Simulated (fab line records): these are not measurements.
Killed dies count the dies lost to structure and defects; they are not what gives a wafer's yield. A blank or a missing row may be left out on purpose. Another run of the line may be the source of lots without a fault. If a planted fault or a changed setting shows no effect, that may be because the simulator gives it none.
Which of the tools did it? ; flow nandHarc ; 6 lots with 18 wafers sampled at 4 steps, on a route of 1302 steps

== WHAT EACH GAUGE READ, for each wafer ==
NHARC_A_M0_CD_MEAS_09 targets a cd of 80 nm.
lot;measured;on;cdNm (nm)
L894;day 23 11:12;cdSem-01;80.1 81.0 80.5
L896;day 24 00:34;cdSem-03;80.4 79.9 79.5
L899;day 25 23:45;cdSem-01;86.6 85.8 85.8
L908;day 29 19:10;cdSem-01;81.3 81.2 81.6
L910;day 30 15:17;cdSem-02;80.6 82.4 81.1
L914;day 31 19:50;cdSem-03;79.4 79.1 79.7

== EACH LOT AND THE TOOL THAT RAN IT (in order: tool; ch and the chambers of the sampled wafers; start) ==
lot;NHARC_A_BLC_DEGAS_30;NHARC_A_BLC_CVD_24;NHARC_A_M0_PEB_07
L894;pvdSputter-01, day 23 09:03;cvdW-01 ch 0,1, day 23 10:26 or earlier;lithoTrack-04 ch 0, day 23 11:07
L896;pvdSputter-03, day 23 22:25;cvdW-02 ch 0,1, day 23 23:47 or earlier;lithoTrack-01 ch 0, day 24 00:29
L899;pvdSputter-03, day 25 21:28;cvdW-02 ch 0,1, day 25 22:50 or earlier;lithoTrack-01 ch 0, day 25 23:40
L908;pvdSputter-03, day 29 16:40;cvdW-02 ch 0,1, day 29 18:16 or earlier;lithoTrack-06 ch 0, day 29 19:05
L910;pvdSputter-01, day 30 12:40;cvdW-01 ch 1, day 30 14:29 or earlier;lithoTrack-06 ch 0, day 30 15:12
L914;pvdSputter-01, day 31 17:43;cvdW-02 ch 1, day 31 19:04 or earlier;lithoTrack-04 ch 0, day 31 19:45
- NHARC_A_BLC_DEGAS_30: time 60 s.
- NHARC_A_BLC_CVD_24: deposits W, target thk 150 nm, time 434 s.
- NHARC_A_M0_PEB_07: peb time 65 s.

== THE ANSWER, worked out from the rows above alone ==
Rule: usual is defined by the lots themselves. Put in order of their means at a reading, lots are off if they are a third of the lots or fewer, leave a main group of 4 or more, and stand apart from it by a gap of 3 or more times the standard deviation of the main group's means; of several such gaps the widest counts. The tables above print the reading to a certain number of digits; a main group whose means all agree to those digits is not used. A lot without any number at a reading at which 4 lots or more have one is off too. The other lots that the step has rows for count as sound.
Off at NHARC_A_M0_CD_MEAS_09 (cdNm): L899. Mean 80.5 nm and standard deviation 0.78 in the main group.
If a tool, at a process step before that reading, ran all the lots that are off and no sound lot after the first of them, it fits. The gauges at NHARC_A_M0_CD_MEAS_09 are tried like those tools. NHARC_A_BLC_CVD_24: start missing for some lots; hours and lot order therefore follow NHARC_A_BLC_INSPECT_28. One fits: NHARC_A_M0_PEB_07 on lithoTrack-01. A fault onset in the window from L896 (day 24 00:29, its last sound lot) to L899 (day 25 23:40, its first lot off) fits.

== WHAT HAD BEEN PUT IN BY THE SIMULATOR ==
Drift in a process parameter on lithoTrack-01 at NHARC_A_M0_PEB_07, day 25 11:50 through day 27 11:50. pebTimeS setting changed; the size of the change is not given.
Shown lots that were struck: L899. The rule above reached the same finding.
